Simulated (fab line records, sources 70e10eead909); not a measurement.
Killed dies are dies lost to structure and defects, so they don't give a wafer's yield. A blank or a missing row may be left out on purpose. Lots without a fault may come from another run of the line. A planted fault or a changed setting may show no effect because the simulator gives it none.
fab line records | flow nand_harc
record lots=5 wafers=14 last_day=25
route steps=1159 shown A_M0@1005 END@1159
lots that met no fault: from a run of the same line without faults
start_h: hours from the record's first day to the start of the lot's first wafer shown | wait_h: hours since the lot's step before | " the same as in the row above | L1.1+2: a row that stands for several wafers | - no value, or no start given | * or withheld: withheld | < > ~ a bound
route shown NAME@n: a module of which the file shows steps, and the number in the route of the first | usual: mean/standard deviation of fault-free wafers | same: alike in all rows | chamber/n: place in a boat | sites: the reading at each site | _std_site: their standard deviation | _edge_site: outer sites' mean less inner sites' | radius_mm: how far each site lies from the wafer's centre | mask NAME#n: copy n | behind: the tool/chamber that last shaped the wafer | hold: why the lot was held/for how many hours/how that ended | device: the transistor (n, p or np) that didn't switch | end of line: the same wafers' tests at the end of the route | a step without rows: its recipe alone | killed: dies lost to structure and defects at the first sort, not the wafer's yield | map: a wafer's dies, x killed, . not, _ none there
set.NAME: the setting as run; set.NAME@STEP: as run at that earlier step | model.NAME: the simulator's own value behind a step, which no gauge read
lots at some steps of the route; a table a step, a row a wafer
services: from which hour (start_h, from the record's first day; less than 0 if before it) a tool's chamber was out of use, for how many hours, and why
## steps
# step NHARC_A_M0_OVL_MEAS_10
# recipe pitch_nm=160
# usual overlay_x_nm=-0.2/1.1 overlay_y_nm=-0.1/0.8
# columns lot.wafer tool chamber start_h wait_h overlay_x_nm overlay_y_nm
L564.2 overlay-02 - 412.08 - 0.0 -0.8
L564.3 " - " " 0.4 -0.9
L564.6 " - " " -0.1 -1.2
L566.4 overlay-02 - 423.77 - 1.9 -1.7
L566.5 " - " " 1.7 -1.6
L566.6 " - " " 2.0 -1.5
L569.1 overlay-02 - 447.05 - 0.7 -0.4
L569.5 " - " " 0.3 -0.7
L584.1 overlay-01 - 516.71 - 0.8 -0.3
L584.2 " - " " 1.4 0.7
L584.4 " - " " 1.5 0.1
L586.1 overlay-01 - 551.23 - -1.1 0.5
L586.5 " - " " -0.5 1.0
L586.6 " - " " -0.5 1.1
# step NHARC_A_M0_INSPECT_11
# usual raw_defect_count=30/13
# columns lot.wafer tool chamber start_h wait_h raw_defect_count
L564.2 defect_inspect-01 - 412.12 0.0 25
L564.3 " - " " 26
L564.6 " - " " 23
L566.4 defect_inspect-01 - 423.81 0.0 6
L566.5 " - " " 10
L566.6 " - " " 12
L569.1 defect_inspect-01 - 447.09 0.0 23
L569.5 " - " " 16
L584.1 defect_inspect-01 - 516.75 0.0 31
L584.2 " - " " 44
L584.4 " - " " 24
L586.1 defect_inspect-01 - 551.27 0.0 14
L586.5 " - " " 10
L586.6 " - " " 17
# step NHARC_A_M0_DESCUM_14
# recipe time_s=3 o2_flow_sccm=200 ar_flow_sccm=0 bias_power_w=0 chemistry=O2
# usual drypump_motor_current_A=5.7/0.32 mfc_ar_sccm=0.010/0.012 oes_product_au=1.003/0.011 rf_vpp_V=57.7/0.91 showerhead_plenum_p_Torr=1.92/0.098 throttle_valve_pct=11.311/0.0096
# columns lot.wafer tool chamber start_h wait_h drypump_motor_current_A mfc_ar_sccm oes_product_au rf_hours_counter_h rf_vpp_V showerhead_plenum_p_Torr throttle_valve_pct
L564.2 rie_diel-10 2 412.18 0.1 5.6 0 1.011 4 60.7 2.05 11.316
L564.3 " 3 " " 6.2 0 1.006 4 56.9 1.84 11.308
L564.6 " 3 " " 6.3 0 1.020 - 57.6 1.84 11.324
L566.4 rie_diel-10 3 423.89 0.1 6.2 0 1.017 5 56.6 1.84 11.302
L566.6 " 0 " " 5.4 0 0.991 - 58.4 1.83 11.300
L566.5 " 1 " " 5.3 0.021 0.998 - 57.0 1.94 11.316
L569.1 rie_diel-10 1 447.17 0.1 5.3 0.021 0.999 7 58.0 1.94 11.332
L569.5 " 3 " " 6.2 0 1.019 - 56.4 1.84 11.302
L584.2 rie_diel-05 1 516.81 0.1 5.7 0.019 1.007 12 58.2 1.95 11.301
L584.1 " 2 " " 5.5 0.016 1.002 11 57.4 2.05 11.319
L584.4 " 3 " " 5.3 0.018 0.996 14 56.7 1.78 11.310
L586.1 rie_diel-10 2 551.34 0.1 5.6 0 0.998 1 59.5 2.05 11.312
L586.5 " 1 " " 5.2 0.021 1.011 - 58.8 1.94 11.306
L586.6 " 2 " " 5.6 0 1.006 - 57.0 2.05 11.303
# step NHARC_A_M0_ETCH_34
# recipe target_depth_a=400 overetch_a=120 time_s=43.94 ion_energy_ev=200 n2_flow_sccm=150 h2_flow_sccm=150 ar_flow_sccm=0 rf_w=400 bias_w=150 chemistry=N2/H2
# step NHARC_A_M0_ETCH_15
# recipe target_depth_a=1500 overetch_a=150 time_s=82.5 c4f8_flow_sccm=withheld ar_flow_sccm=400 rf_w=600 bias_w=300 chemistry=C4F8/Ar
# usual oes_product_au=0.948/0.027 rf_vpp_V=441/3.1
# columns lot.wafer tool chamber start_h wait_h oes_product_au rf_hours_counter_h rf_vpp_V
L564.2 rie_diel-10 2 - - 0.962 4 444
L564.3 " 3 " " 0.960 4 439
L564.6 " 2 " " 0.964 - 444
L566.4 rie_diel-10 0 - - 0.944 4 437
L566.6 " 3 " " 0.993 - 439
L566.5 " 0 " " 0.951 - 438
L569.1 rie_diel-10 2 - - 0.925 7 446
L569.5 " 2 " " 0.919 - 446
L584.2 rie_diel-05 2 - - 0.936 11 445
L584.1 " 3 " " 0.931 14 437
L584.4 " 0 " " 0.913 13 441
L586.1 rie_diel-10 2 - - 0.965 1 446
L586.6 " 3 " " 0.964 - 439
L586.5 " 0 " " 0.980 - 436
# step NHARC_A_M0_CD_MEAS_16
# usual cd_nm=79.4/0.82
# columns lot.wafer tool chamber start_h wait_h cd_nm
L564.2 cd_sem-01 - 412.48 - 79.0
L564.3 " - " " 79.1
L564.6 " - " " 80.5
L566.4 cd_sem-02 - 424.18 - 79.0
L566.5 " - " " 79.5
L566.6 " - " " 79.3
L569.1 cd_sem-02 - 447.46 - 79.8
L569.5 " - " " 79.1
L584.1 cd_sem-03 - 517.12 - 79.6
L584.2 " - " " 78.5
L584.4 " - " " 79.3
L586.1 cd_sem-02 - 551.64 - 78.2
L586.5 " - " " 80.0
L586.6 " - " " 78.4
# step NHARC_A_M0_STRIP_18
# recipe power_w=1000 n2_flow_sccm=150 h2_flow_sccm=150 ar_flow_sccm=0 bias_w=0 chemistry=N2/H2
# usual drypump_motor_current_A=5.7/0.31 mfc_ar_sccm=0.010/0.013 oes_product_au=1.004/0.011 rf_vpp_V=90.7/1 showerhead_plenum_p_Torr=2.05/0.11 throttle_valve_pct=14.171/0.0097
# columns lot.wafer tool chamber start_h wait_h drypump_motor_current_A mfc_ar_sccm oes_product_au rf_hours_counter_h rf_vpp_V showerhead_plenum_p_Torr throttle_valve_pct
L564.3 rie_diel-10 3 412.55 0.1 6.2 0 1.007 4 89.3 1.96 14.175
L564.2 " 0 " " 5.4 0 0.987 4 89.1 1.95 14.178
L564.6 " 0 " " 5.4 0 0.989 - 89.4 1.95 14.164
L566.4 rie_diel-05 1 424.29 0.1 5.7 0.019 1.000 5 92.3 2.08 14.176
L566.6 " 3 " " 5.3 0.018 0.984 - 89.2 1.90 14.163
L566.5 " 0 " " 6.0 0 0.990 - 91.0 2.08 14.176
L569.1 rie_diel-03 1 447.59 0.1 6.0 0 1.014 2 92.9 2.14 14.177
L569.5 " 3 " " 6.0 0 1.009 - 89.8 1.90 14.158
L584.4 rie_diel-03 1 517.19 0.1 6.0 0 1.011 9 91.7 2.14 14.168
L584.2 " 3 " " 6.0 0 1.010 7 90.0 1.90 14.170
L584.1 " 0 " " 5.8 0.044 1.020 8 90.0 2.16 14.173
L586.1 rie_diel-10 3 551.74 0.1 6.2 0 0.998 0 91.2 1.96 14.172
L586.5 " 2 " " 5.6 0 1.012 - 89.9 2.19 14.187
L586.6 " 3 " " 6.2 0 0.993 - 90.6 1.96 14.187
# step NHARC_A_M0_STRIP_19
# recipe time_s=600 temp_c=30 chemistry=post_etch_residue_remover
# step NHARC_A_M0_DEGAS_28
# recipe temp_c=250 time_s=60
# step NHARC_A_M0_PRE_CLEAN_29
# recipe time_s=30 temp_c=280 gas=H2/He
# usual heater_power_w=419/30
# columns lot.wafer tool chamber start_h wait_h heater_power_w
L564.2 pvd_sputter-01 - - - 449
L564.3 " - " " 372
L564.6 " - " " 455
L566.4 pvd_sputter-01 - - - 373
L566.5 " - " " 415
L566.6 " - " " 365
L569.1 pvd_sputter-03 - - - 414
L569.5 " - " " 417
L584.2 pvd_sputter-02 - - - 403
L584.1 " - " " 382
L584.4 " - " " 428
L586.1 pvd_sputter-03 - - - 383
L586.5 " - " " 422
L586.6 " - " " 415
# step NHARC_A_M0_PVD_20
# recipe target_thk_a=50 bias_v=168.6 power_w=15000 chamber_pressure_pa=0.12 time_s=8.06 substrate_temp_c=50 material=TaN
# step NHARC_A_M0_PVD_21
# recipe target_thk_a=300 chamber_pressure_pa=5 power_w=5000 substrate_temp_c=30 time_s=20.49 material=Cu
# usual throttle_valve_pct=30.2/0.58
# columns lot.wafer tool chamber start_h wait_h throttle_valve_pct
L564.3 pvd_sputter-01 - - - 30.3
L564.2 " - " " 30.9
L564.6 " - " " 30.4
L566.4 pvd_sputter-01 - - - 30.4
L566.6 " - " " 31.4
L566.5 " - " " 30.4
L569.1 pvd_sputter-03 - - - 30.1
L569.5 " - " " 30.0
L584.4 pvd_sputter-02 - - - 30.9
L584.2 " - " " 29.8
L584.1 " - " " 31.2
L586.1 pvd_sputter-03 - - - 29.7
L586.6 " - " " 29.6
L586.5 " - " " 29.6
# step NHARC_A_M0_ECD_22
# recipe target_thk_a=4000 bath_temp_c=25 material=Cu
# columns lot.wafer tool chamber start_h wait_h
L564.2+3+6 ecd_cu-02 1,0,0 413.54 -
L566.4+6+5 ecd_cu-01 0,1,0 425.30 -
L569.1+5 ecd_cu-02 1,0 448.65 -
L584.2+1+4 ecd_cu-01 0,1,1 518.10 -
L586.1+5+6 ecd_cu-02 1,1,0 552.63 -
# step NHARC_A_M0_ANNEAL_30
# recipe temp_c=225 time_s=90
# step NHARC_A_M0_CMP_23
# recipe t_overpolish_s=20 target_thk_nm=113.75
# usual edge_zone_pressure_frac=1.001/0.0045 motor_current_A=12.2/1.9 time_to_endpoint_s=28.7/2.2
# columns lot.wafer tool chamber start_h wait_h edge_zone_pressure_frac motor_current_A time_to_endpoint_s
L564.3 cmp-02 1 414.40 - 1.006 13.4 27.6
L564.2 " 2 " " 0.997 11.5 27.9
L564.6 " 3 " " 1.009 16.7 34.4
L566.4 cmp-01 0 425.93 - 1.008 11.0 28.4
L566.6 " 2 " " 1.011 11.0 29.3
L566.5 " 3 " " 1.013 13.3 31.8
L569.1 cmp-04 2 449.47 - 0.996 10.8 27.2
L569.5 " 0 " " 1.003 11.3 12.5
L584.1 cmp-04 1 518.82 - 0.999 10.1 28.9
L584.2 " 2 " " 1.003 10.5 28.2
L584.4 " 0 " " 1.001 12.0 29.0
L586.1 cmp-02 1 553.51 - 1.001 13.3 27.6
L586.5 " 3 " " 1.007 17.0 30.1
L586.6 " 0 " " 1.002 11.5 25.6
# step NHARC_A_M0_THK_MEAS_24
# recipe thk_meas_gauge=xrf
# usual thk_nm=113.7/1.4
# columns lot.wafer tool chamber start_h wait_h thk_nm
L564.2 film_metro-01 - 414.66 - 115.0
L564.3 " - " " 111.9
L564.6 " - " " 114.8
L566.4 film_metro-02 - 426.18 - 113.2
L566.5 " - " " 112.9
L566.6 " - " " 112.4
L569.1 film_metro-02 - 449.70 - 112.8
L569.5 " - " " 112.7
L584.1 film_metro-02 - 519.14 - 112.1
L584.2 " - " " 117.6
L584.4 " - " " 115.9
L586.1 film_metro-02 - 553.77 - 112.8
L586.5 " - " " 112.1
L586.6 " - " " 113.4
# step NHARC_END_SORT_01
# recipe temp_c=25
# usual defect_limited_yield=95.6/1.4 killed_at_array=25/9.2 killed_at_other=0.8/1.2 killed_at_periphery=3.9/2.6 killed_dies=30/9.7 killed_open=3.4/1.9 killed_short=2.0/1.4 sort_bin_2_pct=1.4/0.62 sort_bin_3_pct=0.24/0.2 sort_bin_4_pct=2.8/0.92 sort_n_pass=647/9.7 sort_rim_yield_pct=94/3.3 sort_yield_pct=95.6/1.4
# same gross_dies=677 sort_bin_5_pct[%]=0 sort_bin_6_pct[%]=0 sort_bin_7_pct[%]=0 sort_bin_8_pct[%]=0 sort_rim_n_gross=106.00
# columns lot.wafer tool chamber start_h wait_h defect_limited_yield[%] killed_at_array killed_at_other killed_at_periphery killed_dies killed_open killed_short sort_bin_2_pct[%] sort_bin_3_pct[%] sort_bin_4_pct[%] sort_n_pass sort_rim_yield_pct[%] sort_yield_pct[%]
L564.2 prober-02 0 452.20 2.8 96.9 17 0 4 21 2 0 0.6 0.15 2.4 656 94 96.9
L564.3 prober-02 0 453.00 3.1 95.1 27 0 6 33 6 1 1.2 0.44 3.2 644 92 95.1
L564.6 prober-02 0 455.41 4.0 95.7 23 0 6 29 8 1 1.9 0 2.4 648 95 95.7
L566.4 prober-02 0 469.35 3.4 97.3 10 0 8 18 3 3 1.0 0.15 1.5 659 99 97.3
L566.5 prober-02 0 470.14 3.7 98.2 6 0 6 12 2 0 0.4 0.30 1.0 665 99 98.2
L566.6 prober-02 0 470.94 4.0 97.9 11 0 3 14 2 1 0.6 0 1.5 663 97 97.9
L569.1 prober-01 0 491.07 2.5 95.7 24 0 5 29 4 1 1.2 0.30 2.8 648 93 95.7
L569.5 prober-01 0 494.25 3.7 95.9 23 0 5 28 8 4 0.7 0 3.4 649 95 95.9
L584.1 prober-02 0 559.47 2.5 95.3 26 4 2 32 6 2 1.5 0.74 2.5 645 92 95.3
L584.2 prober-02 0 560.27 2.8 93.5 35 7 2 44 1 0 3.1 0.30 3.1 633 96 93.5
L584.4 prober-02 0 561.88 3.4 96.2 24 1 1 26 1 5 1.2 0.15 2.5 651 95 96.2
L586.1 prober-02 0 590.85 2.5 97.5 12 1 4 17 7 0 0.9 0 1.6 660 96 97.5
L586.5 prober-02 0 594.02 3.7 97.9 12 1 1 14 5 2 1.0 0 1.0 663 98 97.9
L586.6 prober-02 0 594.81 4.0 98.1 13 0 0 13 4 1 0.4 0.15 1.3 664 99 98.1
# killed by level:class
L564.2 A_SLIT:chamber_film_flake=6 A_CHANNEL_HOLE_D1:chamber_film_flake=4 P_GATE:chamber_film_flake=3 A_CONTACT:chamber_film_flake=3 A_BLC:geometric_particle:open=1 A_M1:geometric_particle:open=1 P_ZERO_WELL:chamber_film_flake=1 A_STAIRCASE:chamber_film_flake=1
L564.3 A_SLIT:chamber_film_flake=7 A_CHANNEL_HOLE_D1:chamber_film_flake=6 A_STAIRCASE:chamber_film_flake=5 A_CONTACT:chamber_film_flake=4 A_CONTACT:geometric_particle:open=3 P_GATE:chamber_film_flake=3 P_GATE:geometric_particle:open=1 P_CONTACT:geometric_particle:short=1
L564.6 A_SLIT:chamber_film_flake=9 A_STAIRCASE:chamber_film_flake=5 A_M0:geometric_particle:open=3 P_M0:geometric_particle:open=2 P_GATE:chamber_film_flake=2 A_CONTACT:chamber_film_flake=2 P_M2:geometric_particle:open=1 A_CHANNEL_FILL_D1:geometric_particle:open=1
L566.4 A_M1:chamber_film_flake=4 P_CONTACT:geometric_particle:open=3 P_M2:chamber_film_flake=3 A_STAIRCASE:chamber_film_flake=3 P_CONTACT:geometric_particle:short=1 A_STAIRCASE:geometric_particle:short=1 A_M1:geometric_particle:short=1 P_GATE:chamber_film_flake=1
L566.5 A_STAIRCASE:chamber_film_flake=4 P_M2:chamber_film_flake=3 P_CONTACT:geometric_particle:open=1 P_M1:geometric_particle:open=1 P_GATE:chamber_film_flake=1 A_CHANNEL_HOLE_D1:chamber_film_flake=1 A_CHANNEL_FILL_D1:chamber_film_flake=1
L566.6 A_CHANNEL_HOLE_D1:chamber_film_flake=3 A_CHANNEL_FILL_D1:chamber_film_flake=3 P_M2:chamber_film_flake=2 A_STAIRCASE:chamber_film_flake=2 P_M0:geometric_particle:open=1 A_ONON_D1:geometric_particle:short=1 A_BLC:geometric_particle:open=1 A_SLIT:chamber_film_flake=1
L569.1 A_CHANNEL_HOLE_D1:chamber_film_flake=9 P_ZERO_WELL:chamber_film_flake=3 A_ZERO_WELL:chamber_film_flake=3 A_STAIRCASE:chamber_film_flake=3 A_M0:geometric_particle:open=2 A_SLIT:chamber_film_flake=2 A_CONTACT:chamber_film_flake=2 A_ONON_D1:geometric_particle:short=1
L569.5 A_CHANNEL_HOLE_D1:chamber_film_flake=4 A_STAIRCASE:chamber_film_flake=3 A_CONTACT:chamber_film_flake=3 A_ONON_D1:geometric_particle:open=2 A_CHANNEL_FILL_D1:geometric_particle:short=2 A_M0:geometric_particle:open=2 P_ZERO_WELL:chamber_film_flake=2 P_GATE:geometric_particle:open=1
L584.1 A_CHANNEL_HOLE_D1:chamber_film_flake=16 THIN_TSV:chamber_film_flake=4 A_CONTACT:geometric_particle:open=2 A_SLIT:chamber_film_flake=2 A_CONTACT:chamber_film_flake=2 P_GATE:geometric_particle:short=1 P_M0:geometric_particle:open=1 A_CHANNEL_FILL_D1:geometric_particle:open=1
L584.2 A_CHANNEL_HOLE_D1:chamber_film_flake=21 A_CONTACT:chamber_film_flake=7 THIN_TSV:chamber_film_flake=7 A_SLIT:chamber_film_flake=3 P_GATE:chamber_film_flake=2 A_ZERO_WELL:chamber_film_flake=2 A_CHANNEL_FILL_D1:geometric_particle:open=1 A_STAIRCASE:chamber_film_flake=1
L584.4 A_CHANNEL_HOLE_D1:chamber_film_flake=11 A_SLIT:chamber_film_flake=4 A_CONTACT:chamber_film_flake=4 A_CHANNEL_FILL_D1:geometric_particle:short=2 P_CONTACT:geometric_particle:short=1 A_ONON_D1:geometric_particle:short=1 A_CHANNEL_FILL_D1:geometric_particle:open=1 A_M0:geometric_particle:short=1
L586.1 A_CHANNEL_HOLE_D1:chamber_film_flake=6 P_CONTACT:geometric_particle:open=2 A_CONTACT:chamber_film_flake=2 P_M0:geometric_particle:open=1 A_ONON_D1:geometric_particle:open=1 A_CHANNEL_FILL_D1:geometric_particle:open=1 A_M0:geometric_particle:open=1 P_M1:chamber_film_flake=1
L586.5 A_CHANNEL_HOLE_D1:chamber_film_flake=4 A_CONTACT:geometric_particle:open=3 A_ONON_D1:geometric_particle:short=1 A_WL_FILL:geometric_particle:open=1 A_M1:geometric_particle:open=1 P_ZERO_WELL:chamber_film_flake=1 STARTING-WAFER:geometric_particle:short=1 A_SLIT:chamber_film_flake=1
L586.6 A_CHANNEL_HOLE_D1:chamber_film_flake=5 A_WL_FILL:chamber_film_flake=2 A_ONON_D1:geometric_particle:open=1 A_CHANNEL_FILL_D1:geometric_particle:short=1 A_WL_FILL:geometric_particle:open=1 A_CONTACT:geometric_particle:open=1 A_M0:geometric_particle:open=1 A_SLIT:chamber_film_flake=1
## services
# columns tool chamber start_h hours kind
pvd_sputter-02 - 392.04 10.0 pm
rie_diel-03 - 392.30 9.0 pm
cmp-02 - 398.80 0.3 repair
cmp-04 - 399.12 4.0 pm
rie_diel-03 - 403.68 0.3 repair
cmp-02 - 408.65 0.8 repair
cmp-04 - 408.91 4.3 repair
cmp-02 - 422.52 4.0 pm
pvd_sputter-01 - 438.65 3.7 repair
ecd_cu-01 - 448.38 8.0 pm
cmp-02 - 448.72 0.8 repair
rie_diel-03 3 449.49 10.5 repair
pvd_sputter-03 - 458.09 10.0 pm
cmp-02 - 459.33 1.7 repair
rie_diel-03 1 483.64 5.9 repair
cmp-02 - 489.81 2.4 repair
cmp-04 - 497.12 4.0 pm
pvd_sputter-01 - 514.00 10.0 pm
rie_diel-05 - 517.60 9.0 pm
cmp-02 - 520.52 4.0 pm
ecd_cu-01 - 523.89 3.9 repair
rie_diel-10 - 530.50 9.0 pm
ecd_cu-02 - 532.00 8.0 pm
cmp-02 - 542.85 1.4 repair
## key
first_sign step=NHARC_A_M0_CMP_23 reading=time_to_endpoint_s direction=down sigmas=7.4 usual=* struck=*
effect none on later readings
met_at NHARC_A_M0_ECD_22
struck_wafers L569.5
onset_between 413.54 448.65
fault kind=process_parameter_drift tool=ecd_cu-02 chamber=- onset_h=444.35 steps=NHARC_A_M0_ECD_22 channel=target_thk_a offset=* shape=step end_h=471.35 scope=struck_wafers_only acts_in=* stated=*
